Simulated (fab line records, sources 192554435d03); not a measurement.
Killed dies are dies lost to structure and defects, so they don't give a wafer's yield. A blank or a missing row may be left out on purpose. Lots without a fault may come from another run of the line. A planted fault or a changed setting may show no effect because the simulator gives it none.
Split-lot experiment | flow n5_finfet | 7 lots, 39 wafers read, on a route of 1938 steps

THE SPLIT
At N5_DUMMY_GATE_ETCH_37 (etches SOC in N2/H2, target depth 60 nm, overetch 30 nm), the setting source_w was moved away from the recipe's 840 W on 12 of the 39 wafers read, by +8.7% to +17.3%. The other wafers ran this setting at the recipe's value.

The reading is taken at the split's own step.

THE READING
rf_vpp_V, in V, at N5_DUMMY_GATE_ETCH_37 (etches SOC in N2/H2, target depth 60 nm, overetch 30 nm). Fault-free wafers of this fab line usually give 525.2 V, standard deviation 2.8 V.

wafer  | tool, chamber at the split | source_w as run, W | against the recipe | rf_vpp_V, V | against lot-mates on the recipe
L076.1 | rie_diel-03, 0             | 840                | recipe             | 528.4       | -
L076.2 | rie_diel-03, 1             | 840                | recipe             | 526.9       | -
L076.3 | rie_diel-03, 2             | 840                | recipe             | 520.3       | -
L076.4 | rie_diel-03, 3             | 840                | recipe             | 524.8       | -
L076.5 | rie_diel-03, 1             | 840                | recipe             | 528.0       | -
L076.6 | rie_diel-03, 0             | 840                | recipe             | 529.3       | -
L086.1 | rie_diel-03, 3             | 840                | recipe             | 526.4       | -
L086.2 | rie_diel-03, 1             | 840                | recipe             | 528.0       | -
L086.3 | rie_diel-03, 0             | 840                | recipe             | 527.3       | -
L086.4 | rie_diel-03, 2             | 840                | recipe             | 521.6       | -
L086.5 | rie_diel-03, 0             | 840                | recipe             | 528.1       | -
L086.6 | rie_diel-03, 1             | 840                | recipe             | 528.6       | -
L087.1 | rie_diel-06, 2             | 840                | recipe             | 523.1       | -
L087.2 | rie_diel-06, 3             | 840                | recipe             | 528.7       | -
L087.3 | rie_diel-06, 1             | 920.5              | +9.6%              | 509.8       | -14.9
L087.4 | rie_diel-06, 0             | 840                | recipe             | 522.3       | -
L087.5 | rie_diel-06, 3             | 920.5              | +9.6%              | 512.9       | -11.8
L087.6 | rie_diel-06, 0             | 920.5              | +9.6%              | 508.0       | -16.7
L089.1 | rie_diel-06, 2             | 912.8              | +8.7%              | 509.9       | -14.7
L089.2 | rie_diel-06, 0             | 912.8              | +8.7%              | 509.2       | -15.4
L089.3 | rie_diel-06, 3             | 840                | recipe             | 528.7       | -
L089.4 | rie_diel-06, 1             | 912.8              | +8.7%              | 512.4       | -12.2
L089.5 | rie_diel-06, 0             | 840                | recipe             | 521.0       | -
L089.6 | rie_diel-06, 1             | 840                | recipe             | 524.0       | -
L092.2 | rie_diel-06, 1             | 840                | recipe             | 526.4       | -
L092.3 | rie_diel-06, 0             | 840                | recipe             | 522.2       | -
L092.4 | rie_diel-06, 2             | 840                | recipe             | 523.1       | -
L094.1 | rie_diel-03, 0             | 932.3              | +11.0%             | 509.8       | -16.8
L094.2 | rie_diel-03, 3             | 840                | recipe             | 526.4       | -
L094.3 | rie_diel-03, 1             | 840                | recipe             | 527.8       | -
L094.4 | rie_diel-03, 2             | 932.3              | +11.0%             | 503.0       | -23.6
L094.5 | rie_diel-03, 3             | 840                | recipe             | 525.7       | -
L094.6 | rie_diel-03, 0             | 932.3              | +11.0%             | 509.8       | -16.8
L095.1 | rie_diel-03, 2             | 985.7              | +17.3%             | 493.0       | -34.5
L095.2 | rie_diel-03, 1             | 840                | recipe             | 527.6       | -
L095.3 | rie_diel-03, 0             | 840                | recipe             | 528.7       | -
L095.4 | rie_diel-03, 3             | 840                | recipe             | 526.3       | -
L095.5 | rie_diel-03, 2             | 985.7              | +17.3%             | 495.0       | -32.5
L095.6 | rie_diel-03, 1             | 985.7              | +17.3%             | 500.6       | -26.9

THE FIT
A straight line over all 39 wafers: rf_vpp_V changes by -1.7 V for each +1% of source_w; r = -0.96; the points scatter about the line by 2.7 V.
The same after taking each lot's own level away (the mean of its wafers on the recipe; 39 wafers): -1.73 V for each +1%; r = -0.97; scatter 2.6 V.
On that fit, the largest move of source_w shifts the reading by 30 V.
The lots' own levels span 523.90 to 527.53 V, that is 1.3 times the standard deviation above.
So the lot-to-lot level changes the slope little: the two slopes agree.
Check: with one of the wafers moved furthest among these (+17.3%) left out of the fit, the line predicts -29 V for it against its lot-mates. It came out at -34.5 V against them.
Tool readings at the split's step, against how far the setting was moved: rf_vpp_V r = -0.96.

OTHER SPLITS ON THESE WAFERS
These wafers also went through other splits before the reading. Each is held against what the fit with the lots' levels taken away leaves over:
other split on the same wafers       | wafers away from the commonest value | r with rf_vpp_V (lot level and that fit taken away)
N5_DUMMY_GATE_HM_DEP_06 target_thk_a | 18                                   | -0.18

THE FILE'S OWN FIT
rf_vpp_V changes by -1.72 V for each +1% of source_w, r = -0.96.
